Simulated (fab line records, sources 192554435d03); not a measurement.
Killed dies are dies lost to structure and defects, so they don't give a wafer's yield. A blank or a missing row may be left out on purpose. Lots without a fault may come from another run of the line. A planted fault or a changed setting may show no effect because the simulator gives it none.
Split-lot experiment | flow n5_finfet | 7 lots, 21 wafers read, on a route of 1938 steps

THE SPLIT
At N5_MOL_CONTACT_COAG_EXPOSE_37 (exposes mask VD, defocus 0 nm), the setting dose_mj was moved away from the recipe's 62 on 4 of the 21 wafers read, by +2.0% to +6.7%. The other wafers ran this setting at the recipe's value.

FROM THE SPLIT TO THE READING: what the file shows between them, 2 steps
- N5_MOL_CONTACT_COAG_PEB_38: peb time 60 s
- N5_MOL_CONTACT_COAG_DEVELOP_39: develop time 30 s

THE READING
cd_nm, in nm, at N5_MOL_CONTACT_COAG_CD_MEAS_40 (target cd 25.1 nm). Fault-free wafers of this fab line usually give 25.05 nm, standard deviation 0.28 nm.

wafer  | tool, chamber at the split | dose_mj as run | against the recipe | cd_nm, nm | against lot-mates on the recipe
L083.1 | euv_scanner-02, 0          | 62             | recipe             | 24.97     | -
L083.3 | euv_scanner-02, 0          | 62             | recipe             | 24.79     | -
L083.4 | euv_scanner-02, 0          | 62             | recipe             | 24.96     | -
L085.2 | euv_scanner-02, 0          | 62             | recipe             | 24.78     | -
L085.3 | euv_scanner-02, 0          | 62             | recipe             | 25.05     | -
L085.6 | euv_scanner-02, 0          | 62             | recipe             | 24.92     | -
L089.4 | euv_scanner-01, 0          | 66.16          | +6.7%              | 26.16     | +0.93
L089.5 | euv_scanner-01, 0          | 62             | recipe             | 25.16     | -
L089.6 | euv_scanner-01, 0          | 62             | recipe             | 25.31     | -
L090.1 | euv_scanner-01, 0          | 62             | recipe             | 24.93     | -
L090.2 | euv_scanner-01, 0          | 62             | recipe             | 24.80     | -
L090.5 | euv_scanner-01, 0          | 63.25          | +2.0%              | 25.50     | +0.63
L092.1 | euv_scanner-01, 0          | 62             | recipe             | 24.84     | -
L092.2 | euv_scanner-01, 0          | 62             | recipe             | 25.64     | -
L092.5 | euv_scanner-01, 0          | 62             | recipe             | 25.34     | -
L094.1 | euv_scanner-01, 0          | 62             | recipe             | 25.03     | -
L094.4 | euv_scanner-01, 0          | 62             | recipe             | 25.38     | -
L094.5 | euv_scanner-01, 0          | 62             | recipe             | 25.16     | -
L095.2 | euv_scanner-01, 0          | 62             | recipe             | 24.38     | -
L095.4 | euv_scanner-01, 0          | 66.06          | +6.5%              | 26.05     | +1.67
L095.6 | euv_scanner-01, 0          | 66.06          | +6.5%              | 26.01     | +1.63

THE FIT
A straight line over all 21 wafers: cd_nm changes by +0.16 nm for each +1% of dose_mj; r = +0.82; the points scatter about the line by 0.27 nm.
The same after taking each lot's own level away (the mean of its wafers on the recipe; 21 wafers): +0.214 nm for each +1%; r = +0.92; scatter 0.22 nm.
On that fit, the largest move of dose_mj shifts the reading by 1.4 nm.
The lots' own levels span 24.380 to 25.273 nm, that is 3.2 times the standard deviation above.
So the lot-to-lot level changes the slope: the two fits differ.
Check: with one of the wafers moved furthest among these (+6.7%) left out of the fit, the line predicts +1.71 nm for it against its lot-mates. It came out at +0.925 nm against them.

OTHER SPLITS ON THESE WAFERS
These wafers also went through other splits before the reading. Each is held against what the fit with the lots' levels taken away leaves over:
other split on the same wafers       | wafers away from the commonest value | r with cd_nm (lot level and that fit taken away)
N5_GATE_CUT_COAT_27 spin_rpm         | 6                                    | -0.08
N5_MOL_CONTACT_COAG_COAT_76 spin_rpm | 7                                    | +0.20

THE FILE'S OWN FIT
cd_nm changes by +0.199 nm for each +1% of dose_mj, r = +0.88.
